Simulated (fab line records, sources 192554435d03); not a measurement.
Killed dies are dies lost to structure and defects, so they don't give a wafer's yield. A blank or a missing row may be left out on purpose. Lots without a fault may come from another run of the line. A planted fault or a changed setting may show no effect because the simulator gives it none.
Which tool did it? | flow n5_finfet | 24 lots, 72 wafers sampled, at 6 steps of a route of 1938

WHAT THE GAUGES READ, wafer by wafer
The record holds no reading of a measuring or inspecting step that can be judged against a usual standard deviation.

WHICH TOOL RAN EACH LOT (tool, then ch and the chambers of the sampled wafers, then the start)
lot  | N5_BEOL_M2_ETCH_77                 | N5_BEOL_M2_ETCH_69                 | N5_BEOL_M2_ALD_84                   | N5_BEOL_M2_SURFACE_TREAT_85  | N5_BEOL_M2_SPUTTER_86        | N5_BEOL_M2_ANNEAL_95
L074 | rie_diel-01 ch 0,1, day 7 00:50    | rie_diel-01 ch 0,1, day 7 00:50    | ald_metal-01 ch 1,2,3, day 7 06:14  | pvd_sputter-03, day 7 06:30  | pvd_sputter-01, day 7 07:38  | pvd_sputter-01, day 7 08:35
L075 | rie_diel-02 ch 1,3, day 7 07:11    | rie_diel-02 ch 1,3, day 7 07:11    | ald_metal-02 ch 0,1,3, day 7 09:08  | pvd_sputter-03, day 7 09:25  | pvd_sputter-03, day 7 10:23  | pvd_sputter-03, day 7 11:20
L076 | rie_diel-02 ch 1,2, day 7 12:41    | rie_diel-02 ch 1,2, day 7 12:42    | ald_metal-04 ch 0,1, day 7 15:30    | pvd_sputter-03, day 7 15:50  | pvd_sputter-02, day 7 16:48  | pvd_sputter-02, day 7 17:46
L077 | rie_diel-04 ch 0,1,2, day 7 13:55  | rie_diel-04 ch 0,1,2, day 7 13:56  | ald_metal-02 ch 0,1,2, day 7 15:42  | pvd_sputter-02, day 7 15:56  | pvd_sputter-02, day 7 18:38  | pvd_sputter-02, day 7 19:36
L078 | rie_diel-02 ch 0,1,3, day 7 16:25  | rie_diel-02 ch 0,1,3, day 7 16:26  | ald_metal-01 ch 0,1, day 7 20:36    | pvd_sputter-02, day 7 20:53  | pvd_sputter-02, day 7 22:01  | pvd_sputter-02, day 7 22:59
L079 | rie_diel-02 ch 0,2,3, day 8 01:48  | rie_diel-02 ch 0,2,3, day 8 01:49  | ald_metal-02 ch 1,2,3, day 8 07:50  | pvd_sputter-03, day 8 08:04  | pvd_sputter-03, day 8 09:10  | pvd_sputter-03, day 8 10:08
L080 | rie_diel-01 ch 1,2,3, day 8 12:41  | rie_diel-01 ch 1,2,3, day 8 12:41  | ald_metal-02 ch 0,1,3, day 9 02:59  | pvd_sputter-01, day 9 03:17  | pvd_sputter-01, day 9 04:17  | pvd_sputter-01, day 9 05:15
L081 | rie_diel-04 ch 0,2,3, day 8 12:50  | rie_diel-04 ch 0,2,3, day 8 12:51  | ald_metal-01 ch 0,3, day 8 20:10    | pvd_sputter-01, day 8 20:26  | pvd_sputter-01, day 8 21:23  | pvd_sputter-01, day 8 22:21
L082 | rie_diel-02 ch 1,3, day 8 22:23    | rie_diel-02 ch 1,3, day 8 22:25    | ald_metal-04 ch 0,2,3, day 9 04:09  | pvd_sputter-03, day 9 04:24  | pvd_sputter-01, day 9 06:08  | pvd_sputter-01, day 9 07:05
L084 | rie_diel-02 ch 0,3, day 9 00:41    | rie_diel-02 ch 0,3, day 9 00:41    | ald_metal-04 ch 1,3, day 9 08:13    | pvd_sputter-01, day 9 08:33  | pvd_sputter-01, day 9 09:34  | pvd_sputter-01, day 9 10:32
L083 | rie_diel-02 ch 0,1, day 9 01:19    | rie_diel-02 ch 0,1, day 9 01:20    | ald_metal-02 ch 0,3, day 9 10:10    | pvd_sputter-02, day 9 10:29  | pvd_sputter-02, day 9 11:28  | pvd_sputter-02, day 9 12:26
L085 | rie_diel-02 ch 1,2, day 9 05:09    | rie_diel-02 ch 1,2, day 9 05:10    | ald_metal-02 ch 0,1,3, day 9 11:46  | pvd_sputter-01, day 9 12:04  | pvd_sputter-02, day 9 13:21  | pvd_sputter-02, day 9 14:19
L086 | rie_diel-02 ch 0,1,3, day 9 23:25  | rie_diel-02 ch 0,1,3, day 9 23:25  | ald_metal-04 ch 0,1,3, day 10 12:06 | pvd_sputter-02, day 10 12:22 | pvd_sputter-01, day 10 13:16 | pvd_sputter-01, day 10 14:14
L087 | rie_diel-04 ch 0,2, day 10 12:50   | rie_diel-04 ch 0,2, day 10 12:51   | ald_metal-01 ch 0,2,3, day 11 00:17 | pvd_sputter-02, day 11 00:33 | pvd_sputter-03, day 11 01:31 | pvd_sputter-03, day 11 02:28
L089 | rie_diel-02 ch 0,1, day 10 12:56   | rie_diel-02 ch 0,1, day 10 12:57   | ald_metal-02 ch 0,1,3, day 11 00:07 | pvd_sputter-03, day 11 00:21 | pvd_sputter-02, day 11 01:17 | pvd_sputter-02, day 11 02:15
L090 | rie_diel-02 ch 0,2, day 10 14:32   | rie_diel-02 ch 0,2, day 10 14:33   | ald_metal-02 ch 0,1,3, day 11 00:19 | pvd_sputter-02, day 11 00:35 | pvd_sputter-01, day 11 01:31 | pvd_sputter-01, day 11 02:28
L088 | rie_diel-02 ch 0,1,2, day 10 14:53 | rie_diel-02 ch 0,1,2, day 10 14:53 | ald_metal-04 ch 0,2, day 11 04:04   | pvd_sputter-03, day 11 04:25 | pvd_sputter-03, day 11 05:40 | pvd_sputter-03, day 11 06:38
L091 | rie_diel-01 ch 0,2,3, day 10 17:59 | rie_diel-01 ch 0,2,3, day 10 18:00 | ald_metal-01 ch 0,2,3, day 11 07:58 | pvd_sputter-02, day 11 08:11 | pvd_sputter-01, day 11 09:09 | pvd_sputter-01, day 11 10:07
L092 | rie_diel-01 ch 1,2, day 11 02:25   | rie_diel-01 ch 1,2, day 11 02:25   | ald_metal-04 ch 0,1,2, day 11 15:29 | pvd_sputter-01, day 11 15:47 | pvd_sputter-03, day 11 16:44 | pvd_sputter-03, day 11 17:41
L093 | rie_diel-04 ch 0,1,2, day 11 04:36 | rie_diel-04 ch 0,1,2, day 11 04:37 | ald_metal-02 ch 0,1,3, day 11 18:45 | pvd_sputter-03, day 11 18:59 | pvd_sputter-02, day 11 21:29 | pvd_sputter-02, day 11 22:27
L094 | rie_diel-04 ch 0,1,3, day 11 15:14 | rie_diel-04 ch 0,1,3, day 11 15:15 | ald_metal-04 ch 0,1,2, day 11 22:08 | pvd_sputter-01, day 11 22:22 | pvd_sputter-02, day 11 23:26 | pvd_sputter-02, day 12 00:23
L095 | rie_diel-04 ch 1,3, day 12 00:42   | rie_diel-04 ch 1,3, day 12 00:43   | ald_metal-02 ch 0,2, day 12 09:01   | pvd_sputter-02, day 12 09:19 | pvd_sputter-02, day 12 10:15 | pvd_sputter-02, day 12 11:13
L097 | rie_diel-02 ch 0,1,3, day 12 09:31 | rie_diel-02 ch 0,1,3, day 12 09:32 | ald_metal-01 ch 0,2,3, day 12 22:38 | pvd_sputter-01, day 12 22:53 | pvd_sputter-03, day 12 23:59 | pvd_sputter-03, day 13 00:57
L096 | rie_diel-02 ch 0,1,3, day 12 09:41 | rie_diel-02 ch 0,1,3, day 12 09:43 | ald_metal-02 ch 0,3, day 12 22:43   | pvd_sputter-03, day 12 22:57 | pvd_sputter-02, day 13 00:44 | pvd_sputter-02, day 13 01:41
- N5_BEOL_M2_ETCH_77: etches underlayer in N2/H2, target depth 6.5 nm, time 5.2 s.
- N5_BEOL_M2_ETCH_69: etches SiARC in CF4, target depth 15.6 nm, time 26 s.
- N5_BEOL_M2_ALD_84: deposits TaN, pulse time 2 s, purge time 3 s, co reactant purge time 2 s.
- N5_BEOL_M2_SURFACE_TREAT_85
- N5_BEOL_M2_SPUTTER_86: material Cu, target thk 4.5 nm, time 8.29 s.
- N5_BEOL_M2_ANNEAL_95: time 240 s.

WHAT THE TOOLS THEMSELVES READ (means of the sampled wafers that have a number; where no wafer has one, the mark that the record gives instead)
N5_BEOL_M2_ETCH_77.
lot  | tool        | bias_w (W) | chamber_pressure_mTorr (mTorr) | drypump_motor_current_A (A) | etch_rf_on_time_s (s) | oes_product_au (a.u.) | rf_vpp_V (V) | showerhead_plenum_p_Torr (Torr) | throttle_valve_pct (%)
L074 | rie_diel-01 | 149.9      | 30.02                          | 5.2                         | 5.23                  | 0.61                  | 523.8        | 2.50                            | 17.99
L075 | rie_diel-02 | 149.6      | 29.97                          | 5.7                         | 5.24                  | 0.62                  | 524.4        | 2.57                            | 17.85
L076 | rie_diel-02 | 150.0      | 29.99                          | 5.8                         | 5.23                  | 0.62                  | 520.2        | 2.42                            | 18.06
L077 | rie_diel-04 | 150.2      | 30.01                          | 6.0                         | 5.29                  | 0.71                  | 526.3        | 2.60                            | 17.71
L078 | rie_diel-02 | 150.2      | 30.00                          | 5.5                         | 5.15                  | 0.64                  | 524.4        | 2.53                            | 17.78
L079 | rie_diel-02 | 150.4      | 30.00                          | 5.6                         | 5.28                  | 0.60                  | 523.1        | 2.52                            | 17.94
L080 | rie_diel-01 | 150.4      | 29.99                          | 5.5                         | 5.15                  | 0.69                  | 526.6        | 2.64                            | 17.86
L081 | rie_diel-04 | 150.0      | 30.02                          | 5.8                         | 5.21                  | 0.72                  | 526.4        | 2.58                            | 17.72
L082 | rie_diel-02 | 150.3      | 29.98                          | 5.7                         | 5.18                  | 0.64                  | 521.6        | 2.51                            | 17.80
L084 | rie_diel-02 | 150.2      | 30.04                          | 5.5                         | 5.20                  | 0.60                  | 525.4        | 2.59                            | 17.85
L083 | rie_diel-02 | 150.2      | 30.00                          | 5.4                         | 5.07                  | 0.64                  | 522.4        | 2.50                            | 17.74
L085 | rie_diel-02 | 150.0      | 29.99                          | 5.7                         | 5.20                  | 0.64                  | 521.4        | 2.43                            | 17.92
L086 | rie_diel-02 | 150.0      | 29.98                          | 5.6                         | 5.10                  | 0.62                  | 523.2        | 2.52                            | 17.81
L087 | rie_diel-04 | 150.3      | 29.98                          | 5.7                         | 5.25                  | 0.71                  | 522.7        | 2.55                            | 17.62
L089 | rie_diel-02 | 150.6      | 29.99                          | 5.4                         | 5.10                  | 0.63                  | 523.0        | 2.49                            | 17.76
L090 | rie_diel-02 | 150.0      | 30.04                          | 5.5                         | 5.18                  | 0.60                  | 522.7        | 2.47                            | 17.92
L088 | rie_diel-02 | 149.5      | 29.98                          | 5.6                         | 5.21                  | 0.62                  | 521.6        | 2.45                            | 17.94
L091 | rie_diel-01 | 150.5      | 30.02                          | 5.4                         | 5.19                  | 0.68                  | 526.5        | 2.63                            | 17.81
L092 | rie_diel-01 | 149.8      | 29.98                          | 6.0                         | 5.22                  | 0.74                  | 527.4        | 2.63                            | 17.79
L093 | rie_diel-04 | 150.3      | 30.05                          | 6.0                         | 5.32                  | 0.67                  | 524.5        | 2.59                            | 17.76
L094 | rie_diel-04 | 149.5      | 30.01                          | 6.0                         | 5.25                  | 0.65                  | 524.6        | 2.61                            | 17.91
L095 | rie_diel-04 | 150.3      | 29.99                          | 6.0                         | 5.21                  | 0.60                  | 524.5        | 2.55                            | 17.99
L097 | rie_diel-02 | 150.2      | 30.05                          | 5.5                         | 5.06                  | 0.69                  | 523.1        | 2.52                            | 17.71
L096 | rie_diel-02 | 150.3      | 29.98                          | 5.6                         | 5.08                  | 0.67                  | 523.1        | 2.52                            | 17.70

N5_BEOL_M2_ETCH_69.
lot  | tool        | bias_w (W) | chamber_pressure_mTorr (mTorr) | drypump_motor_current_A (A) | etch_rf_on_time_s (s) | oes_product_au (a.u.) | rf_vpp_V (V) | showerhead_plenum_p_Torr (Torr) | throttle_valve_pct (%)
L074 | rie_diel-01 | 35.95      | 40.01                          | 5.2                         | 26.5                  | 0.61                  | 184.2        | 2.12                            | 15.80
L075 | rie_diel-02 | 36.12      | 40.01                          | 5.7                         | 26.1                  | 0.62                  | 184.4        | 2.17                            | 15.54
L076 | rie_diel-02 | 36.05      | 40.04                          | 5.8                         | 26.1                  | 0.62                  | 182.9        | 2.04                            | 15.77
L077 | rie_diel-04 | 35.92      | 40.00                          | 5.9                         | 26.1                  | 0.72                  | 184.7        | 2.19                            | 15.51
L078 | rie_diel-02 | 36.02      | 39.99                          | 5.5                         | 25.7                  | 0.64                  | 183.6        | 2.15                            | 15.53
L079 | rie_diel-02 | 35.98      | 39.98                          | 5.6                         | 26.1                  | 0.60                  | 182.9        | 2.13                            | 15.69
L080 | rie_diel-01 | 35.92      | 40.04                          | 5.5                         | 25.7                  | 0.69                  | 184.1        | 2.21                            | 15.54
L081 | rie_diel-04 | 36.00      | 40.00                          | 5.7                         | 25.8                  | 0.73                  | 184.6        | 2.17                            | 15.42
L082 | rie_diel-02 | 35.98      | 40.01                          | 5.7                         | 25.7                  | 0.64                  | 184.5        | 2.12                            | 15.54
L084 | rie_diel-02 | 35.95      | 39.97                          | 5.5                         | 25.9                  | 0.60                  | 184.4        | 2.19                            | 15.59
L083 | rie_diel-02 | 36.02      | 39.97                          | 5.4                         | 25.4                  | 0.65                  | 183.8        | 2.12                            | 15.56
L085 | rie_diel-02 | 36.01      | 39.99                          | 5.8                         | 25.9                  | 0.64                  | 183.4        | 2.06                            | 15.65
L086 | rie_diel-02 | 35.96      | 39.99                          | 5.5                         | 25.6                  | 0.63                  | 184.5        | 2.14                            | 15.57
L087 | rie_diel-04 | 36.03      | 39.99                          | 5.8                         | 26.3                  | 0.71                  | 184.2        | 2.15                            | 15.44
L089 | rie_diel-02 | 36.06      | 40.00                          | 5.4                         | 25.4                  | 0.64                  | 183.9        | 2.11                            | 15.59
L090 | rie_diel-02 | 35.95      | 39.96                          | 5.5                         | 25.8                  | 0.61                  | 183.4        | 2.10                            | 15.74
L088 | rie_diel-02 | 36.01      | 40.02                          | 5.6                         | 25.9                  | 0.62                  | 184.8        | 2.07                            | 15.71
L091 | rie_diel-01 | 35.94      | 40.05                          | 5.4                         | 26.5                  | 0.68                  | 185.8        | 2.21                            | 15.50
L092 | rie_diel-01 | 35.99      | 40.02                          | 6.0                         | 26.0                  | 0.75                  | 184.8        | 2.21                            | 15.46
L093 | rie_diel-04 | 35.95      | 40.01                          | 6.0                         | 26.1                  | 0.68                  | 184.5        | 2.18                            | 15.56
L094 | rie_diel-04 | 35.88      | 40.02                          | 6.0                         | 26.4                  | 0.65                  | 183.9        | 2.19                            | 15.61
L095 | rie_diel-04 | 35.97      | 39.99                          | 6.0                         | 26.4                  | 0.60                  | 183.7        | 2.15                            | 15.69
L097 | rie_diel-02 | 36.06      | 40.02                          | 5.5                         | 25.3                  | 0.68                  | 183.9        | 2.13                            | 15.46
L096 | rie_diel-02 | 35.89      | 39.96                          | 5.5                         | 25.3                  | 0.68                  | 184.2        | 2.13                            | 15.46

N5_BEOL_M2_ALD_84.
lot  | tool         | heater_power_w (W)
L074 | ald_metal-01 | 438
L075 | ald_metal-02 | 487
L076 | ald_metal-04 | 415
L077 | ald_metal-02 | 456
L078 | ald_metal-01 | 426
L079 | ald_metal-02 | 465
L080 | ald_metal-02 | 478
L081 | ald_metal-01 | 413
L082 | ald_metal-04 | 436
L084 | ald_metal-04 | 377
L083 | ald_metal-02 | 442
L085 | ald_metal-02 | 472
L086 | ald_metal-04 | 400
L087 | ald_metal-01 | 420
L089 | ald_metal-02 | 482
L090 | ald_metal-02 | 470
L088 | ald_metal-04 | 448
L091 | ald_metal-01 | 427
L092 | ald_metal-04 | 431
L093 | ald_metal-02 | 475
L094 | ald_metal-04 | 422
L095 | ald_metal-02 | 418
L097 | ald_metal-01 | 429
L096 | ald_metal-02 | 437

N5_BEOL_M2_SPUTTER_86.
lot  | tool           | throttle_valve_pct (%)
L074 | pvd_sputter-01 | 30.8
L075 | pvd_sputter-03 | 30.6
L076 | pvd_sputter-02 | 29.0
L077 | pvd_sputter-02 | 29.1
L078 | pvd_sputter-02 | 29.5
L079 | pvd_sputter-03 | 30.3
L080 | pvd_sputter-01 | 30.7
L081 | pvd_sputter-01 | 30.6
L082 | pvd_sputter-01 | 31.0
L084 | pvd_sputter-01 | 30.6
L083 | pvd_sputter-02 | 29.0
L085 | pvd_sputter-02 | 28.7
L086 | pvd_sputter-01 | 30.6
L087 | pvd_sputter-03 | 30.9
L089 | pvd_sputter-02 | 29.1
L090 | pvd_sputter-01 | 30.7
L088 | pvd_sputter-03 | 30.8
L091 | pvd_sputter-01 | 31.2
L092 | pvd_sputter-03 | 30.6
L093 | pvd_sputter-02 | 29.5
L094 | pvd_sputter-02 | 29.5
L095 | pvd_sputter-02 | 29.2
L097 | pvd_sputter-03 | 30.3
L096 | pvd_sputter-02 | 29.7

N5_BEOL_M2_ANNEAL_95.
lot  | tool           | heater_power_w (W)
L074 | pvd_sputter-01 | 916
L075 | pvd_sputter-03 | 789
L076 | pvd_sputter-02 | 865
L077 | pvd_sputter-02 | 833
L078 | pvd_sputter-02 | 809
L079 | pvd_sputter-03 | 855
L080 | pvd_sputter-01 | 947
L081 | pvd_sputter-01 | 901
L082 | pvd_sputter-01 | 871
L084 | pvd_sputter-01 | 924
L083 | pvd_sputter-02 | 809
L085 | pvd_sputter-02 | 923
L086 | pvd_sputter-01 | 916
L087 | pvd_sputter-03 | 835
L089 | pvd_sputter-02 | 823
L090 | pvd_sputter-01 | 915
L088 | pvd_sputter-03 | 785
L091 | pvd_sputter-01 | 889
L092 | pvd_sputter-03 | 787
L093 | pvd_sputter-02 | 763
L094 | pvd_sputter-02 | 765
L095 | pvd_sputter-02 | 822
L097 | pvd_sputter-03 | 870
L096 | pvd_sputter-02 | 721

THE ANSWER, worked out from the rows above alone
Rule: what is usual is taken from the lots themselves. Put in order of their means at a reading, lots are off if they are a third of the lots or fewer, leave a main group of 4 or more, and stand apart from it by a gap of 3 or more times the standard deviation of the main group's means; of several such gaps the widest counts. A main group whose means are all the same, to the digits that the tables above print for the reading, isn't used. A lot without any number at a reading at which 4 lots or more have one is off too. The other lots that the step has rows for count as sound. The gauges are gone through in route order, then the tools' own readings, and for those a lot's mean is taken as printed above. The first step at which some lot is off is used, and at that step the reading that is off furthest; a lot without a number counts as furthest.
No lot is off at any reading shown: from this, nothing can be told.

WHAT THE SIMULATOR HAD PUT IN
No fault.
